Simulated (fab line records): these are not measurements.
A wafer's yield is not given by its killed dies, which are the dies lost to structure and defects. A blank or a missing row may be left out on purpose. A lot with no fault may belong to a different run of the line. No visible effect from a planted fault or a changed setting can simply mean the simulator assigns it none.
fab line records | flow nand-harc
record lots=15 wafers=42 last-day=33
route steps=1302 shown A_CONTACT@1009 END@1302
lots that met no fault: taken from a fault-free run of the same line
start-h: start of the lot's first displayed wafer, in hours after the record's first day | wait-h: hours from the lot's prior step to this one | " identical to the entry in the row above | L1.1+2: a single row standing in for several wafers | - no value, or no start given | * or withheld: withheld | < > ~ a bound
route shown NAME@n: a module of which the file shows steps, and the number in the route of the first | usual: mean/standard deviation of fault-free wafers | same: alike in all rows | chamber/n: place in a boat | sites: the reading at each site | _std_site: the values' standard deviation | _edge_site: the outer-site mean with the inner-site mean subtracted | radius-mm: for every site, how far away it sits from the centre of the wafer | mask NAME#n: copy n | behind: the last tool/chamber to shape the wafer | hold: why the lot was held/for how many hours/how that ended | device: the transistor (n, p or np) that didn't switch | end of line: the tests these same wafers got at the end of their route | for a step that has no rows: nothing shown but its recipe | killed: the dies lost at the first sort to structure and to defects; this is not the yield of the wafer | map: shows each die of a wafer: x if killed, . if not, _ if none is there
set.NAME: the run value of the setting; set.NAME@STEP: its run value at that earlier step | model.NAME: the simulator's own value behind a step, which no gauge read
a sample of lots followed through the steps of the route, with each step as a table and each wafer as a row
services: from which hour (start-h, from the record's first day; less than 0 if before it) a tool's chamber was out of use, for how many hours, and why
## steps
# step NHARC_A_CONTACT_ETCH_115
# recipe source-w=withheld pressure-mtorr=20 bias-v=3000 time-s=190 target-depth-a=18500 ar-flow-sccm=withheld c4f8-flow-sccm=withheld o2-flow-sccm=withheld chemistry=C4F8/O2/Ar
# columns lot.wafer tool chamber start-h wait-h rf-hours-counter-h
L861.1 har-cap-etch-02 1 502.93 0.1 84
L861.2 " 0 " " 84
L861.4 " 0 " " -
L859.1 har-cap-etch-03 0 504.20 0.1 38
L859.5 " 0 " " -
L859.6 " 1 " " -
L860.2 har-cap-etch-02 1 513.25 0.1 87
L860.4 " 0 " " -
L860.5 " 1 " " -
L862.3 har-cap-etch-02 1 517.71 0.1 -
L862.4 " 0 " " -
L862.5 " 0 " " -
L863.1 har-cap-etch-01 0 527.28 0.1 4
L863.3 " 1 " " -
L863.4 " 0 " " -
L866.3 har-cap-etch-02 1 575.02 0.1 -
L866.5 " 1 " " -
L866.6 " 0 " " -
L871.2 har-cap-etch-03 1 604.28 0.1 59
L871.6 " 0 " " -
L872.3 har-cap-etch-03 1 612.48 0.1 -
L872.6 " 1 " " -
L873.3 har-cap-etch-03 0 635.92 0.1 -
L873.6 " 1 " " -
L874.1 har-cap-etch-01 0 641.51 0.1 24
L874.4 " 1 " " -
L874.5 " 1 " " -
L878.1 har-cap-etch-02 0 680.62 0.1 120
L878.5 " 1 " " -
L878.6 " 0 " " -
L879.1 har-cap-etch-03 0 687.13 0.1 75
L879.2 " 1 " " 75
L879.5 " 0 " " -
L881.2 har-cap-etch-02 1 702.87 0.1 125
L881.3 " 0 " " -
L881.4 " 1 " " -
L880.2 har-cap-etch-01 0 705.63 0.1 37
L880.4 " 1 " " -
L880.5 " 0 " " -
L882.2 har-cap-etch-03 1 720.12 0.1 80
L882.3 " 0 " " -
L882.6 " 0 " " -
# step NHARC_A_CONTACT_ETCH_118
# recipe source-w=withheld pressure-mtorr=20 bias-v=3000 time-s=190 target-depth-a=18500 ar-flow-sccm=withheld c4f8-flow-sccm=withheld o2-flow-sccm=withheld chemistry=C4F8/O2/Ar
# columns lot.wafer tool chamber start-h wait-h rf-hours-counter-h
L861.1 har-cap-etch-02 1 503.44 0.1 85
L861.2 " 0 " " 85
L861.4 " 0 " " -
L859.1 har-cap-etch-03 0 504.71 0.1 39
L859.5 " 0 " " -
L859.6 " 1 " " -
L860.2 har-cap-etch-02 1 513.76 0.1 87
L860.4 " 0 " " -
L860.5 " 1 " " -
L862.3 har-cap-etch-02 1 518.23 0.1 -
L862.4 " 0 " " -
L862.5 " 0 " " -
L863.1 har-cap-etch-01 0 527.80 0.1 4
L863.3 " 1 " " -
L863.4 " 0 " " -
L866.3 har-cap-etch-02 1 575.53 0.1 -
L866.5 " 1 " " -
L866.6 " 0 " " -
L871.2 har-cap-etch-03 1 604.79 0.1 59
L871.6 " 0 " " -
L872.3 har-cap-etch-03 1 613.00 0.1 -
L872.6 " 1 " " -
L873.3 har-cap-etch-03 0 636.43 0.1 -
L873.6 " 1 " " -
L874.1 har-cap-etch-01 0 642.02 0.1 24
L874.4 " 1 " " -
L874.5 " 1 " " -
L878.1 har-cap-etch-02 0 681.13 0.1 121
L878.5 " 1 " " -
L878.6 " 0 " " -
L879.1 har-cap-etch-03 0 687.64 0.1 75
L879.2 " 1 " " 75
L879.5 " 0 " " -
L881.2 har-cap-etch-02 1 703.39 0.1 126
L881.3 " 0 " " -
L881.4 " 1 " " -
L880.2 har-cap-etch-01 0 706.14 0.1 37
L880.4 " 1 " " -
L880.5 " 0 " " -
L882.2 har-cap-etch-03 1 720.64 0.1 81
L882.3 " 0 " " -
L882.6 " 0 " " -
# step NHARC_A_CONTACT_CD_MEAS_53
# usual cd-nm=289.7/0.65
# columns lot.wafer tool chamber start-h wait-h cd-nm
L861.1 cd-sem-01 - 505.48 - 290.2
L861.2 " - " " 291.0
L861.4 " - " " 290.3
L859.1 cd-sem-01 - 506.76 - 290.5
L859.5 " - " " 289.6
L859.6 " - " " 290.0
L860.2 cd-sem-03 - 515.79 - 289.0
L860.4 " - " " 289.9
L860.5 " - " " 289.3
L862.3 cd-sem-03 - 520.22 - 289.9
L862.4 " - " " 290.3
L862.5 " - " " 290.1
L863.1 cd-sem-01 - 529.82 - 290.4
L863.3 " - " " 290.5
L863.4 " - " " 290.1
L866.3 cd-sem-01 - 577.53 - 289.9
L866.5 " - " " 290.4
L866.6 " - " " 289.9
L871.2 cd-sem-03 - 606.82 - 290.2
L871.6 " - " " 289.7
L872.3 cd-sem-02 - 615.00 - 289.6
L872.6 " - " " 288.9
L873.3 cd-sem-01 - 638.41 - 291.2
L873.6 " - " " 290.4
L874.1 cd-sem-01 - 644.07 - 290.2
L874.4 " - " " 289.9
L874.5 " - " " 290.6
L878.1 cd-sem-01 - 683.15 - 288.6
L878.5 " - " " 289.1
L878.6 " - " " 289.1
L879.1 cd-sem-03 - 689.69 - 289.5
L879.2 " - " " 289.9
L879.5 " - " " 289.2
L881.2 cd-sem-03 - 705.41 - 289.6
L881.3 " - " " 289.2
L881.4 " - " " 290.2
L880.2 cd-sem-03 - 708.16 - 288.7
L880.4 " - " " 288.9
L880.5 " - " " 288.7
L882.2 cd-sem-02 - 722.66 - 289.1
L882.3 " - " " 288.9
L882.6 " - " " 289.3
# step NHARC_A_CONTACT_SOFTBAKE_64
# recipe temp-c=105 time-s=55
# usual heater-power-total-W=188.46/0.13
# columns lot.wafer tool chamber start-h wait-h heater-power-total-W
L861.1 litho-track-06 0 510 - 188.33
L861.2 " 0 " " 188.38
L861.4 " 0 " " 188.50
L859.1 litho-track-06 0 511 - 188.37
L859.5 " 0 " " 188.35
L859.6 " 0 " " 188.58
L860.2 litho-track-04 0 520 - 188.42
L860.4 " 0 " " 188.38
L860.5 " 0 " " 188.71
L862.3 litho-track-06 0 525 - 188.40
L862.4 " 0 " " 188.38
L862.5 " 0 " " 188.32
L863.1 litho-track-01 0 534 - 188.50
L863.3 " 0 " " 188.35
L863.4 " 0 " " 188.79
L866.3 litho-track-04 0 582 - 188.49
L866.5 " 0 " " 188.45
L866.6 " 0 " " 188.38
L871.2 litho-track-06 0 614 - 188.49
L871.6 " 0 " " 323.28
L872.3 litho-track-06 0 621 - 188.47
L872.6 " 0 " " 322.95
L873.3 litho-track-06 0 643 - 188.46
L873.6 " 0 " " 323.12
L874.1 litho-track-04 0 648 - 188.55
L874.4 " 0 " " 188.56
L874.5 " 0 " " 188.46
L878.1 litho-track-01 0 688 - 188.49
L878.5 " 0 " " 188.33
L878.6 " 0 " " 188.58
L879.1 litho-track-04 0 697 - 188.42
L879.2 " 0 " " 188.27
L879.5 " 0 " " 188.32
L881.2 litho-track-01 0 709 - 188.44
L881.3 " 0 " " 188.71
L881.4 " 0 " " 188.60
L880.2 litho-track-04 0 712 - 188.42
L880.4 " 0 " " 188.40
L880.5 " 0 " " 188.30
L882.2 litho-track-06 0 727 - 188.47
L882.3 " 0 " " 188.52
L882.6 " 0 " " 188.69
# step NHARC_END_SORT_01
# recipe temp-c=25
# usual killed-at-array=55/19 killed-at-other=0.8/1.1 killed-at-periphery=4.0/2.6 killed-dies=60/20 killed-open=3.4/1.7 killed-short=2.6/1.5
# same gross-dies=677
# columns lot.wafer tool chamber start-h wait-h killed-at-array killed-at-other killed-at-periphery killed-dies killed-open killed-short
L859.1 prober-01 0 571.20 2.5 30 0 2 32 4 4
L859.5 prober-01 0 574.37 3.7 34 0 6 40 5 6
L859.6 prober-01 0 575.16 4.0 18 0 6 24 1 2
L861.1 prober-02 0 571.24 2.5 79 2 3 84 4 0
L861.2 prober-02 0 572.04 2.8 74 0 5 79 2 5
L861.4 prober-02 0 573.62 3.4 77 1 1 79 2 4
L862.3 prober-01 0 583.45 3.1 46 0 4 50 2 1
L862.4 prober-01 0 584.25 3.4 50 1 3 54 4 2
L862.5 prober-01 0 585.05 3.7 59 2 2 63 4 4
L860.2 prober-02 0 590.49 2.8 46 0 2 48 4 2
L860.4 prober-02 0 592.11 3.4 41 1 5 47 2 1
L860.5 prober-02 0 592.92 3.7 39 0 5 44 5 4
L863.1 prober-01 0 592.00 2.5 67 0 6 73 3 0
L863.3 prober-01 0 593.58 3.1 69 0 4 73 4 2
L863.4 prober-01 0 594.37 3.4 100 1 4 105 3 1
L866.3 prober-02 0 645.61 3.1 88 0 0 88 2 2
L866.5 prober-02 0 647.23 3.7 80 0 2 82 3 2
L866.6 prober-02 0 648.03 4.0 82 0 10 92 5 2
L871.2 prober-01 0 675.39 2.8 39 2 0 41 3 3
L871.6 prober-01 0 678.59 4.0 40 1 3 44 3 0
L872.3 prober-01 0 684.05 3.1 55 0 4 59 5 3
L872.6 prober-01 0 686.47 4.0 60 0 4 64 2 2
L873.3 prober-02 0 702.69 3.1 44 0 6 50 5 0
L873.6 prober-02 0 705.07 4.0 43 0 4 47 4 3
L874.1 prober-01 0 710.11 2.5 44 0 7 51 2 3
L874.4 prober-01 0 712.52 3.4 47 0 1 48 2 1
L874.5 prober-01 0 713.32 3.7 37 0 2 39 2 3
L878.1 prober-01 0 751.21 2.5 66 2 2 70 2 1
L878.5 prober-01 0 754.39 3.7 82 2 2 86 2 3
L878.6 prober-01 0 755.18 4.0 82 2 1 85 2 3
L879.1 prober-01 0 762.22 2.5 27 0 2 29 1 0
L879.2 prober-01 0 763.01 2.8 27 0 5 32 3 2
L879.5 prober-01 0 765.39 3.7 44 0 3 47 6 4
L881.2 prober-02 0 773.95 2.8 66 0 3 69 1 1
L881.3 prober-02 0 774.74 3.1 77 0 0 77 7 4
L881.4 prober-02 0 775.53 3.4 63 0 3 66 2 3
L880.2 prober-01 0 774.01 2.8 52 2 3 57 3 2
L880.4 prober-01 0 775.61 3.4 36 2 8 46 2 2
L880.5 prober-01 0 776.41 3.7 56 2 8 66 3 5
L882.2 prober-02 0 791.75 2.8 38 0 2 40 1 4
L882.3 prober-02 0 792.56 3.1 31 1 3 35 3 2
L882.6 prober-02 0 794.97 4.0 35 0 3 38 4 2
# killed by level:class
L859.1 A_CHANNEL_HOLE_D2:chamber-film-flake=5 A_CONTACT:unspecified=5 A_CHANNEL_HOLE_D1:chamber-film-flake=3 A_SLIT:chamber-film-flake=3 A_WL_FILL:chamber-film-flake=3 A_M0:geometric-particle:short=2 P_M2:chamber-film-flake=2 A_CHANNEL_FILL_D2:chamber-film-flake=2
L861.1 A_CHANNEL_HOLE_D1:chamber-film-flake=30 A_SLIT:chamber-film-flake=29 A_CHANNEL_HOLE_D2:chamber-film-flake=6 P_GATE:chamber-film-flake=3 A_CONTACT:chamber-film-flake=3 A_ZERO_WELL:chamber-film-flake=2 A_DECK1_JOINT:chamber-film-flake=2 A_STAIRCASE:chamber-film-flake=2
L861.2 A_CHANNEL_HOLE_D1:chamber-film-flake=30 A_SLIT:chamber-film-flake=23 A_CHANNEL_HOLE_D2:chamber-film-flake=6 A_CONTACT:chamber-film-flake=4 P_GATE:chamber-film-flake=3 A_ZERO_WELL:chamber-film-flake=3 A_WL_FILL:chamber-film-flake=3 A_WL_FILL:geometric-particle:short=2
L861.4 A_CHANNEL_HOLE_D1:chamber-film-flake=30 A_SLIT:chamber-film-flake=23 A_CHANNEL_HOLE_D2:chamber-film-flake=9 A_ZERO_WELL:chamber-film-flake=5 A_ONON_D2:geometric-particle:short=2 A_CHANNEL_FILL_D1:chamber-film-flake=2 A_CHANNEL_FILL_D1:geometric-particle:short=1 A_DECK1_JOINT:geometric-particle:open=1
L859.5 A_CHANNEL_HOLE_D2:chamber-film-flake=6 A_CHANNEL_HOLE_D1:chamber-film-flake=5 A_STAIRCASE:chamber-film-flake=5 A_CONTACT:unspecified=5 P_GATE:chamber-film-flake=3 A_WL_FILL:chamber-film-flake=3 P_STI:geometric-particle:short=1 P_M2:geometric-particle:short=1
L859.6 A_CHANNEL_HOLE_D2:chamber-film-flake=6 P_M2:chamber-film-flake=3 A_CHANNEL_HOLE_D1:chamber-film-flake=3 A_CONTACT:unspecified=3 A_CONTACT:chamber-film-flake=2 P_M0:geometric-particle:short=1 A_CHANNEL_FILL_D1:geometric-particle:open=1 A_WL_FILL:geometric-particle:short=1
L862.3 A_CHANNEL_HOLE_D1:chamber-film-flake=24 A_CHANNEL_HOLE_D2:chamber-film-flake=8 A_STAIRCASE:chamber-film-flake=5 P_GATE:chamber-film-flake=3 A_CHANNEL_FILL_D1:chamber-film-flake=3 A_BLC:geometric-particle:open=2 A_CONTACT:chamber-film-flake=2 P_GATE:geometric-particle:short=1
L862.4 A_CHANNEL_HOLE_D1:chamber-film-flake=31 A_CHANNEL_HOLE_D2:chamber-film-flake=7 A_CONTACT:chamber-film-flake=5 P_M0:geometric-particle:open=1 A_CHANNEL_FILL_D1:geometric-particle:short=1 A_CHANNEL_FILL_D1:geometric-particle:open=1 A_DECK1_JOINT:geometric-particle:short=1 A_SGD_CUT:geometric-particle:open=1
L862.5 A_CHANNEL_HOLE_D1:chamber-film-flake=39 A_CHANNEL_HOLE_D2:chamber-film-flake=8 A_CHANNEL_FILL_D2:geometric-particle:short=2 A_STAIRCASE:chamber-film-flake=2 A_CONTACT:chamber-film-flake=2 THIN_TSV:chamber-film-flake=2 P_CONTACT:geometric-particle:open=1 P_M0:geometric-particle:short=1
L860.2 A_CHANNEL_HOLE_D2:chamber-film-flake=31 A_ZERO_WELL:chamber-film-flake=4 A_CHANNEL_HOLE_D1:chamber-film-flake=3 A_SGD_CUT:chamber-film-flake=2 P_CONTACT:geometric-particle:open=1 P_M0:geometric-particle:open=1 A_CHANNEL_FILL_D1:geometric-particle:short=1 A_ONON_D2:geometric-particle:open=1
L863.1 A_CHANNEL_HOLE_D2:chamber-film-flake=21 A_SLIT:chamber-film-flake=20 A_CHANNEL_HOLE_D1:chamber-film-flake=12 A_STAIRCASE:chamber-film-flake=5 A_CONTACT:chamber-film-flake=5 P_ZERO_WELL:chamber-film-flake=2 P_GATE:chamber-film-flake=2 P_M0:geometric-particle:open=1
L860.4 A_CHANNEL_HOLE_D2:chamber-film-flake=35 P_STI:chamber-film-flake=2 P_GATE:chamber-film-flake=2 P_STI:geometric-particle:open=1 A_ONON_D1:geometric-particle:open=1 A_CHANNEL_FILL_D2:geometric-particle:short=1 A_ZERO_WELL:chamber-film-flake=1 A_STAIRCASE:chamber-film-flake=1
L860.5 A_CHANNEL_HOLE_D2:chamber-film-flake=26 A_CHANNEL_HOLE_D1:chamber-film-flake=3 A_WL_FILL:geometric-particle:open=2 A_STAIRCASE:chamber-film-flake=2 P_CONTACT:geometric-particle:short=1 P_M1:geometric-particle:open=1 P_M2:geometric-particle:short=1 P_M2:geometric-particle:open=1
L863.3 A_CHANNEL_HOLE_D2:chamber-film-flake=22 A_SLIT:chamber-film-flake=19 A_CHANNEL_HOLE_D1:chamber-film-flake=13 A_STAIRCASE:chamber-film-flake=6 P_CONTACT:chamber-film-flake=2 A_DECK1_JOINT:chamber-film-flake=2 A_CONTACT:chamber-film-flake=2 P_CONTACT:geometric-particle:open=1
L863.4 A_SLIT:chamber-film-flake=32 A_CHANNEL_HOLE_D2:chamber-film-flake=31 A_CHANNEL_HOLE_D1:chamber-film-flake=26 A_STAIRCASE:chamber-film-flake=6 A_CONTACT:chamber-film-flake=3 P_CONTACT:geometric-particle:open=2 P_STI:geometric-particle:open=1 A_ONON_D1:geometric-particle:short=1
L866.3 A_CHANNEL_HOLE_D1:chamber-film-flake=31 A_SLIT:chamber-film-flake=26 A_CHANNEL_HOLE_D2:chamber-film-flake=24 A_SOURCE_PLATE:geometric-particle:short=1 A_ONON_D1:geometric-particle:open=1 A_CHANNEL_HOLE_D1:geometric-particle:open=1 A_WL_FILL:geometric-particle:short=1 A_DECK1_JOINT:chamber-film-flake=1
L866.5 A_CHANNEL_HOLE_D1:chamber-film-flake=32 A_SLIT:chamber-film-flake=24 A_CHANNEL_HOLE_D2:chamber-film-flake=15 P_M1:chamber-film-flake=2 A_STAIRCASE:chamber-film-flake=2 A_ONON_D1:geometric-particle:open=1 A_CHANNEL_FILL_D1:geometric-particle:open=1 A_SGD_CUT:geometric-particle:short=1
L866.6 A_SLIT:chamber-film-flake=29 A_CHANNEL_HOLE_D1:chamber-film-flake=28 A_CHANNEL_HOLE_D2:chamber-film-flake=7 P_M1:chamber-film-flake=5 A_CONTACT:chamber-film-flake=5 A_ZERO_WELL:chamber-film-flake=4 P_ZERO_WELL:chamber-film-flake=3 A_WL_FILL:chamber-film-flake=2
L871.2 A_SLIT:chamber-film-flake=22 A_CONTACT:chamber-film-flake=6 A_CHANNEL_HOLE_D1:geometric-particle:open=2 A_CHANNEL_HOLE_D1:chamber-film-flake=2 THIN_TSV:chamber-film-flake=2 A_DECK1_JOINT:geometric-particle:short=1 A_ONON_D2:geometric-particle:short=1 A_ONON_D2:geometric-particle:open=1
L871.6 A_SLIT:chamber-film-flake=22 A_CHANNEL_HOLE_D1:chamber-film-flake=7 A_CONTACT:chamber-film-flake=4 P_STI:chamber-film-flake=2 A_CHANNEL_FILL_D1:chamber-film-flake=2 A_STAIRCASE:chamber-film-flake=2 A_CHANNEL_HOLE_D1:geometric-particle:open=1 A_CHANNEL_FILL_D1:geometric-particle:open=1
L872.3 A_SLIT:chamber-film-flake=28 A_CHANNEL_HOLE_D2:chamber-film-flake=6 A_STAIRCASE:chamber-film-flake=5 P_M2:chamber-film-flake=3 A_CHANNEL_FILL_D2:chamber-film-flake=3 A_CHANNEL_HOLE_D1:chamber-film-flake=2 A_CONTACT:chamber-film-flake=2 A_ONON_D1:geometric-particle:open=1
L872.6 A_SLIT:chamber-film-flake=33 A_CHANNEL_HOLE_D1:chamber-film-flake=7 A_CHANNEL_HOLE_D2:chamber-film-flake=4 A_STAIRCASE:chamber-film-flake=4 A_WL_FILL:chamber-film-flake=3 A_DECK1_JOINT:chamber-film-flake=2 A_CHANNEL_FILL_D2:chamber-film-flake=2 A_CONTACT:chamber-film-flake=2
L873.3 A_CHANNEL_HOLE_D2:chamber-film-flake=23 A_CHANNEL_HOLE_D1:chamber-film-flake=7 A_SLIT:chamber-film-flake=4 P_GATE:chamber-film-flake=3 A_CONTACT:chamber-film-flake=3 A_CHANNEL_HOLE_D2:geometric-particle:open=2 A_CHANNEL_HOLE_D1:geometric-particle:open=1 A_CHANNEL_FILL_D1:geometric-particle:open=1
L873.6 A_CHANNEL_HOLE_D2:chamber-film-flake=20 A_CHANNEL_HOLE_D1:chamber-film-flake=8 A_STAIRCASE:chamber-film-flake=3 A_CONTACT:chamber-film-flake=3 A_SLIT:chamber-film-flake=2 P_CONTACT:geometric-particle:short=1 A_ONON_D1:geometric-particle:open=1 A_CHANNEL_HOLE_D1:geometric-particle:open=1
L874.1 A_SLIT:chamber-film-flake=21 A_CHANNEL_HOLE_D1:chamber-film-flake=11 P_GATE:chamber-film-flake=3 P_BONDPAD:chamber-film-flake=3 A_CHANNEL_FILL_D2:chamber-film-flake=3 A_STAIRCASE:chamber-film-flake=3 P_STI:geometric-particle:short=1 A_SOURCE_PLATE:geometric-particle:short=1
L874.4 A_SLIT:chamber-film-flake=33 A_CHANNEL_HOLE_D1:chamber-film-flake=5 A_DECK1_JOINT:chamber-film-flake=3 A_CHANNEL_FILL_D2:chamber-film-flake=3 A_DECK1_JOINT:geometric-particle:open=1 A_ONON_D2:geometric-particle:open=1 A_SGD_CUT:geometric-particle:short=1 P_ZERO_WELL:chamber-film-flake=1
L874.5 A_SLIT:chamber-film-flake=22 A_CHANNEL_HOLE_D1:chamber-film-flake=5 A_ONON_D1:geometric-particle:short=2 A_BLC:geometric-particle:open=2 P_GATE:chamber-film-flake=2 A_STAIRCASE:chamber-film-flake=2 A_M0:geometric-particle:short=1 A_DECK1_JOINT:chamber-film-flake=1
L878.1 A_SLIT:chamber-film-flake=26 A_CHANNEL_HOLE_D2:chamber-film-flake=12 A_SGD_CUT:chamber-film-flake=7 A_CHANNEL_HOLE_D1:chamber-film-flake=4 A_STAIRCASE:chamber-film-flake=4 A_CONTACT:chamber-film-flake=4 P_GATE:chamber-film-flake=2 A_ZERO_WELL:chamber-film-flake=2
L878.5 A_SLIT:chamber-film-flake=37 A_CHANNEL_HOLE_D2:chamber-film-flake=18 A_CHANNEL_HOLE_D1:chamber-film-flake=9 A_CONTACT:chamber-film-flake=7 A_SGD_CUT:chamber-film-flake=4 A_STAIRCASE:chamber-film-flake=2 P_GATE:geometric-particle:open=1 A_CHANNEL_FILL_D1:geometric-particle:short=1
L878.6 A_SLIT:chamber-film-flake=27 A_CHANNEL_HOLE_D2:chamber-film-flake=24 A_CHANNEL_HOLE_D1:chamber-film-flake=10 A_CONTACT:chamber-film-flake=5 A_SGD_CUT:chamber-film-flake=4 A_STAIRCASE:chamber-film-flake=3 A_CHANNEL_FILL_D2:chamber-film-flake=2 THIN_TSV:chamber-film-flake=2
L879.1 A_CHANNEL_HOLE_D1:chamber-film-flake=17 A_SLIT:chamber-film-flake=4 A_STAIRCASE:chamber-film-flake=3 P_M0:chamber-film-flake=2 A_ZERO_WELL:chamber-film-flake=2 A_CHANNEL_FILL_D2:geometric-particle:open=1
L879.2 A_CHANNEL_HOLE_D1:chamber-film-flake=14 A_SLIT:chamber-film-flake=7 A_STAIRCASE:chamber-film-flake=2 P_GATE:geometric-particle:open=1 P_M0:geometric-particle:short=1 P_M2:geometric-particle:open=1 A_CONTACT:geometric-particle:short=1 A_BLC:geometric-particle:open=1
L879.5 A_CHANNEL_HOLE_D1:chamber-film-flake=14 A_STAIRCASE:chamber-film-flake=6 A_SLIT:chamber-film-flake=6 A_CONTACT:chamber-film-flake=4 A_ONON_D1:geometric-particle:short=3 P_M0:chamber-film-flake=2 A_CHANNEL_HOLE_D2:chamber-film-flake=2 A_SOURCE_PLATE:geometric-particle:short=1
L881.2 A_CHANNEL_HOLE_D2:chamber-film-flake=24 A_CONTACT:chamber-film-flake=18 A_CHANNEL_HOLE_D1:chamber-film-flake=10 A_SLIT:chamber-film-flake=6 P_STI:chamber-film-flake=3 A_WL_FILL:chamber-film-flake=3 A_STAIRCASE:chamber-film-flake=2 A_DECK1_JOINT:geometric-particle:short=1
L880.2 A_SLIT:chamber-film-flake=35 A_CONTACT:chamber-film-flake=6 A_ZERO_WELL:chamber-film-flake=3 A_CHANNEL_HOLE_D1:unspecified=3 P_STI:chamber-film-flake=2 THIN_TSV:chamber-film-flake=2 P_M0:geometric-particle:short=1 A_ONON_D2:geometric-particle:short=1
L881.3 A_CHANNEL_HOLE_D2:chamber-film-flake=24 A_CHANNEL_HOLE_D1:chamber-film-flake=14 A_CONTACT:chamber-film-flake=13 A_SLIT:chamber-film-flake=7 A_STAIRCASE:chamber-film-flake=5 A_CHANNEL_FILL_D2:geometric-particle:open=4 A_ONON_D1:geometric-particle:open=2 A_WL_FILL:chamber-film-flake=2
L881.4 A_CHANNEL_HOLE_D2:chamber-film-flake=23 A_CHANNEL_HOLE_D1:chamber-film-flake=10 A_SLIT:chamber-film-flake=9 A_CONTACT:chamber-film-flake=9 A_STAIRCASE:chamber-film-flake=8 P_STI:chamber-film-flake=2 P_CONTACT:geometric-particle:short=1 A_CHANNEL_FILL_D2:geometric-particle:open=1
L880.4 A_SLIT:chamber-film-flake=21 A_CONTACT:chamber-film-flake=9 P_STI:chamber-film-flake=3 P_GATE:chamber-film-flake=3 A_ZERO_WELL:chamber-film-flake=2 A_CHANNEL_HOLE_D1:unspecified=2 THIN_TSV:chamber-film-flake=2 P_CONTACT:geometric-particle:open=1
L880.5 A_SLIT:chamber-film-flake=33 P_GATE:chamber-film-flake=5 A_CONTACT:chamber-film-flake=5 A_ZERO_WELL:chamber-film-flake=4 P_STI:chamber-film-flake=3 A_CHANNEL_HOLE_D1:chamber-film-flake=3 A_CHANNEL_FILL_D1:geometric-particle:short=2 A_STAIRCASE:chamber-film-flake=2
L882.2 A_CHANNEL_HOLE_D1:chamber-film-flake=14 A_SLIT:chamber-film-flake=11 A_CONTACT:chamber-film-flake=5 A_DECK1_JOINT:geometric-particle:short=2 A_WL_FILL:chamber-film-flake=2 P_M0:geometric-particle:short=1 A_CHANNEL_HOLE_D2:geometric-particle:short=1 A_M0:geometric-particle:open=1
L882.3 A_CHANNEL_HOLE_D1:chamber-film-flake=13 A_CONTACT:chamber-film-flake=8 A_SLIT:chamber-film-flake=3 A_ONON_D2:geometric-particle:short=2 P_ZERO_WELL:chamber-film-flake=2 A_DECK1_JOINT:geometric-particle:open=1 A_SGD_CUT:geometric-particle:open=1 A_BLC:geometric-particle:open=1
L882.6 A_CHANNEL_HOLE_D1:chamber-film-flake=20 A_SLIT:chamber-film-flake=5 A_CONTACT:chamber-film-flake=5 P_M0:geometric-particle:open=3 A_ONON_D1:geometric-particle:short=1 A_DECK1_JOINT:geometric-particle:short=1 A_CONTACT:geometric-particle:open=1 A_ZERO_WELL:chamber-film-flake=1
## services
# columns tool chamber start-h hours kind
har-cap-etch-01 - 497.00 17.0 pm
har-cap-etch-01 0 497.00 17.0 vent-cycle
har-cap-etch-01 1 497.00 17.0 vent-cycle
litho-track-01 - 505.00 7.0 pm
har-cap-etch-03 - 508.19 0.8 repair
har-cap-etch-01 0 514.00 - clean
har-cap-etch-01 1 514.00 - clean
litho-track-06 - 529.00 7.0 pm
litho-track-04 - 544.30 - consumable-replace:filter
litho-track-04 - 553.00 7.0 pm
litho-track-01 - 680.00 7.0 pm
litho-track-06 - 704.00 7.0 pm
har-cap-etch-02 - 710.27 0.4 repair
## key
first-sign step=NHARC_A_CONTACT_SOFTBAKE_64 reading=heater-power-total-W direction=up sigmas=99+ usual=* struck=*
effect none on later readings
met-at NHARC_A_CONTACT_SOFTBAKE_64
struck-lots L871,L872,L873
struck-wafers L871.6,L872.6,L873.6
tester-left-out L871,L872,L873
not-acting-at NHARC_A_CONTACT_ETCH_115,NHARC_A_CONTACT_ETCH_118,NHARC_A_CONTACT_CD_MEAS_53
onset-between 525 614
fault kind=process-parameter-drift tool=litho-track-06 chamber=- onset-h=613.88 steps=NHARC_A_CONTACT_SOFTBAKE_64 channel=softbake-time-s offset=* shape=step end-h=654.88 scope=struck-wafers-only acts-in=* stated=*
# tester-left-out: of these lots the tester's yield and bins aren't shown, on N5 and GAA mostly nor the transistor test; their killed dies are dies lost to structure and defects alone, not to doping, threshold or leakage, so they don't give the yield
